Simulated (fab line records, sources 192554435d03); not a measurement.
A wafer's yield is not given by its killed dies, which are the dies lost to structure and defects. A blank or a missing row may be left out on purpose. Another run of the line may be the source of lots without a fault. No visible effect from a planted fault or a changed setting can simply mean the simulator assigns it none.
Which tool was responsible?	flow n5_finfet	27 wafers from 9 lots sampled at 5 of the route's 1938 steps

WHAT EACH GAUGE READ, for each wafer
N5_BEOL_M4_RC_MEAS_101. Usual: DIBL_N 36.4 mV/V, standard deviation 1.5; DIBL_P 36.4 mV/V, standard deviation 1.6; IOFF_N 0.164 nA/um, standard deviation 0.025; IOFF_P 0.214 nA/um, standard deviation 0.028; ION_N 675 uA/um, standard deviation 9.9; ION_P 463 uA/um, standard deviation 6.5; SS_N 71.5 mV/dec, standard deviation 0.5; SS_P 73.3 mV/dec, standard deviation 0.56; VT_N 249.2 mV, standard deviation 2.7; VT_P -250.1 mV, standard deviation 2.8.
lot	measured	on	DIBL_N (mV/V)	DIBL_P (mV/V)	IOFF_N (nA/um)	IOFF_P (nA/um)	ION_N (uA/um)	ION_P (uA/um)	SS_N (mV/dec)	SS_P (mV/dec)	VT_N (mV)	VT_P (mV)	flag
L436	day 7 20:11	prober-02	36.5 37.0 37.2	35.4 36.7 36.3	0.134 0.155 0.149	0.171 0.186 0.185	664 688 660	453 458 451	71.2 70.7 70.8	73.7 73.7 73.2	250.4 248.1 251.0	-256.0 -253.7 -256.5	
L437	day 8 09:56	prober-01	37.4 38.5 36.1	35.4 37.0 33.7	0.145 0.171 0.129	0.213 0.250 0.190	671 678 659	465 470 459	70.9 71.7 71.3	73.9 74.0 73.2	251.9 249.3 254.3	-249.3 -245.5 -250.1	
L452	day 12 05:47	prober-02	36.1 34.7 36.1	35.7 34.1 36.0	0.175 0.146 0.174	0.209 0.191 0.210	686 675 682	466 464 459	71.6 71.5 71.4	72.9 72.1 73.4	244.6 250.2 249.9	-251.3 -250.9 -251.5	
L453	day 12 08:25	prober-01	37.9 36.9 38.5	38.7 37.5 39.4	0.222 0.207 0.247	0.244 0.225 0.256	696 697 703	468 468 469	72.3 71.7 71.3	73.6 74.4 74.2	246.7 245.8 242.5	-248.5 -249.9 -246.1	
L457	day 13 03:38	prober-02	35.1 34.7 35.5	34.9 34.4 35.5	0.159 0.146 0.157	0.175 0.169 0.187	681 674 667	458 457 455	71.7 71.1 71.8	73.1 73.1 72.9	250.2 249.3 249.2	-254.8 -252.5 -254.0	
L458	day 13 16:01	prober-02	35.5 36.0 36.3	35.8 36.8 36.5	0.140 0.158 0.155	0.200 0.221 0.216	660 670 665	457 465 464	71.3 72.0 71.7	72.4 73.2 72.3	250.5 249.4 251.5	-249.5 -250.0 -250.7	
L459	day 13 15:23	prober-02	37.4 36.6 37.8	37.1 36.1 36.8	0.184 0.164 0.174	0.225 0.212 0.218	675 674 678	464 457 459	71.4 71.6 71.2	73.8 73.7 74.1	246.9 251.0 249.6	-250.5 -251.4 -249.9	

TOOL THAT RAN EACH LOT (tool first, then ch and the chambers of the sampled wafers, then the start)
lot	N5_FIN_SAQP_SPACER1_ETCHBACK_25	N5_FIN_SAQP_ETCH_69	N5_FIN_SAQP_STRIP_70	N5_FIN_SAQP_RECESS_71
L436	rie_diel-01 ch 0,1,3, day 1 23:11	rie_diel-01 ch 0,3, day 2 00:08	rie_diel-01 ch 0,3, day 2 00:14	vapor_etch-02 ch 0,1, day 2 00:23
L437	rie_diel-02 ch 1,2,3, day 2 05:41	rie_diel-01 ch 0,1,2, day 2 06:36	rie_diel-01 ch 0,1,2, day 2 06:42	vapor_etch-01 ch 0,1, day 2 06:46
L449	rie_diel-01 ch 0,1,3, day 5 07:49	rie_diel-02 ch 0,2,3, day 5 08:49	rie_diel-02 ch 0,2,3, day 5 08:55	vapor_etch-02 ch 0,1, day 5 09:01
L450	rie_diel-04 ch 0,2,3, day 5 12:26	rie_diel-01 ch 0,1,3, day 5 13:22	rie_diel-01 ch 0,1,3, day 5 13:28	vapor_etch-01 ch 0,1, day 5 13:32
L452	rie_diel-04 ch 0,1,3, day 5 23:53	rie_diel-01 ch 1,2,3, day 6 01:10	rie_diel-01 ch 1,2,3, day 6 01:16	vapor_etch-01 ch 0,1, day 6 01:19
L453	rie_diel-02 ch 2,3, day 6 05:24	rie_diel-02 ch 2,3, day 6 06:32	rie_diel-02 ch 2,3, day 6 06:38	vapor_etch-01 ch 0,1, day 6 06:44
L457	rie_diel-01 ch 2,3, day 7 06:28	rie_diel-01 ch 2,3, day 7 07:23	rie_diel-01 ch 2,3, day 7 07:29	vapor_etch-02 ch 0,1, day 7 07:32
L458	rie_diel-04 ch 0,2, day 7 12:02	rie_diel-02 ch 2,3, day 7 13:01	rie_diel-02 ch 2,3, day 7 13:07	vapor_etch-01 ch 0, day 7 13:10
L459	rie_diel-01 ch 0,3, day 7 18:19	rie_diel-02 ch 0,1,3, day 7 19:23	rie_diel-02 ch 0,1,3, day 7 19:29	vapor_etch-01 ch 0,1, day 7 19:35
- N5_FIN_SAQP_SPACER1_ETCHBACK_25: etches SiO2 in CHF3/O2, target depth 24.4 nm, time 12.2 s.
- N5_FIN_SAQP_ETCH_69: etches SOC in N2/H2, stops on SiNx, target depth 150 nm.
- N5_FIN_SAQP_STRIP_70: strips in N2/H2.
- N5_FIN_SAQP_RECESS_71: chemistry HF/NH3, target SiO2, target depth 3 nm, afs cycles 1, sublimation time 60 s.

WHAT THE TOOLS THEMSELVES READ (means of the sampled wafers that have a number; where no wafer has one, the mark that the record gives instead)
N5_FIN_SAQP_SPACER1_ETCHBACK_25. Usual: drypump_motor_current_A 5.5 A, standard deviation 0.45; oes_product_au 0.79 a.u., standard deviation 0.091; rf_vpp_V 525 V, standard deviation 6; showerhead_plenum_p_Torr 2.42 Torr, standard deviation 0.069; throttle_valve_pct 19.05 %, standard deviation 0.2.
lot	tool	drypump_motor_current_A (A)	oes_product_au (a.u.)	rf_vpp_V (V)	showerhead_plenum_p_Torr (Torr)	throttle_valve_pct (%)	flag
L436	rie_diel-01	6.1	0.81	526	2.46	19.10	
L437	rie_diel-02	5.1	0.75	527	2.38	19.01	
L449	rie_diel-01	6.1	0.78	525	2.45	19.14	
L450	rie_diel-04	5.5	0.84	525	2.46	19.11	
L452	rie_diel-04	5.2	0.84	526	2.43	19.01	
L453	rie_diel-02	5.0	0.74	523	2.35	19.12	
L457	rie_diel-01	5.8	0.90	535	2.54	18.68	
L458	rie_diel-04	5.6	0.94	525	2.45	19.03	
L459	rie_diel-01	6.0	0.95	527	2.49	18.88	

N5_FIN_SAQP_ETCH_69. Usual: for bias_w, 60.99 W with a standard deviation of 0.18; for chamber_pressure_mTorr, 30.00 mTorr with a standard deviation of 0.03; for drypump_motor_current_A, 5.7 A with a standard deviation of 0.45; for oes_product_au, 0.78 a.u. with a standard deviation of 0.083; for rf_vpp_V, 240.8 V with a standard deviation of 1.4; for showerhead_plenum_p_Torr, 2.55 Torr with a standard deviation of 0.095; for throttle_valve_pct, 17.91 % with a standard deviation of 0.22.
lot	tool	bias_w (W)	chamber_pressure_mTorr (mTorr)	drypump_motor_current_A (A)	oes_product_au (a.u.)	rf_vpp_V (V)	showerhead_plenum_p_Torr (Torr)	throttle_valve_pct (%)	flag
L436	rie_diel-01	61.00	30.02	6.1	0.82	242.7	2.67	18.08	
L437	rie_diel-01	60.89	29.99	5.9	0.74	239.2	2.50	17.82	
L449	rie_diel-02	-	-	-	-	-	-	-	OFF
L450	rie_diel-01	-	-	-	-	-	-	-	OFF
L452	rie_diel-01	61.04	30.01	5.9	0.87	241.2	2.62	17.82	
L453	rie_diel-02	60.81	29.97	4.9	0.74	239.8	2.51	17.95	
L457	rie_diel-01	61.14	30.00	5.8	0.89	243.1	2.69	17.60	
L458	rie_diel-02	61.03	29.99	5.0	0.72	240.0	2.47	18.05	
L459	rie_diel-02	61.15	30.00	5.3	0.80	241.0	2.52	17.77	

N5_FIN_SAQP_STRIP_70. Usual: drypump_motor_current_A 5.7 A, standard deviation 0.45; oes_product_au 0.78 a.u., standard deviation 0.085; rf_vpp_V 122.0 V, standard deviation 1; showerhead_plenum_p_Torr 3.36 Torr, standard deviation 0.12; throttle_valve_pct 19.0 %, standard deviation 0.38.
lot	tool	drypump_motor_current_A (A)	oes_product_au (a.u.)	rf_vpp_V (V)	showerhead_plenum_p_Torr (Torr)	throttle_valve_pct (%)	flag
L436	rie_diel-01	6.2	0.83	122.4	3.53	19.3	
L437	rie_diel-01	5.9	0.74	121.9	3.30	18.8	
L449	rie_diel-02	5.2	0.76	122.0	3.31	19.0	
L450	rie_diel-01	6.1	0.77	122.1	3.41	19.2	
L452	rie_diel-01	6.0	0.87	122.1	3.45	18.9	
L453	rie_diel-02	4.9	0.75	121.5	3.31	19.2	
L457	rie_diel-01	5.8	0.90	122.7	3.55	18.7	
L458	rie_diel-02	5.0	0.73	121.2	3.26	19.1	
L459	rie_diel-02	5.3	0.80	121.8	3.33	18.7	

N5_FIN_SAQP_RECESS_71. Usual: drypump_motor_current_A at 5.7 A, with a standard deviation of 0.31.
lot	tool	drypump_motor_current_A (A)	flag
L436	vapor_etch-02	5.5	
L437	vapor_etch-01	6.0	
L449	vapor_etch-02	5.7	
L450	vapor_etch-01	5.8	
L452	vapor_etch-01	5.8	
L453	vapor_etch-01	6.0	
L457	vapor_etch-02	5.5	
L458	vapor_etch-01	6.3	
L459	vapor_etch-01	6.1	

THE ANSWER, worked out from the rows above alone
Rule: a lot is off if the mean of its wafers that have a number lies more than 3 standard deviations from the usual mean. Also off: a lot with no number at a reading for which 4 or more lots have one. The other lots that the step has rows for count as sound. First the gauges in route order, then the tools' own readings, where a lot's mean is used as printed above. The first step at which some lot is off is used, and at that step the reading that is off furthest; a lot without a number counts as furthest.
Off: L449, L450 (N5_FIN_SAQP_ETCH_69, bias_w). Without a number there: L449, L450.
A tool fits if, at that step or a process step before it, it ran every lot that is off, and no sound lot after the first of them. None of those tried fits.

WHAT THE SIMULATOR HAD INSERTED
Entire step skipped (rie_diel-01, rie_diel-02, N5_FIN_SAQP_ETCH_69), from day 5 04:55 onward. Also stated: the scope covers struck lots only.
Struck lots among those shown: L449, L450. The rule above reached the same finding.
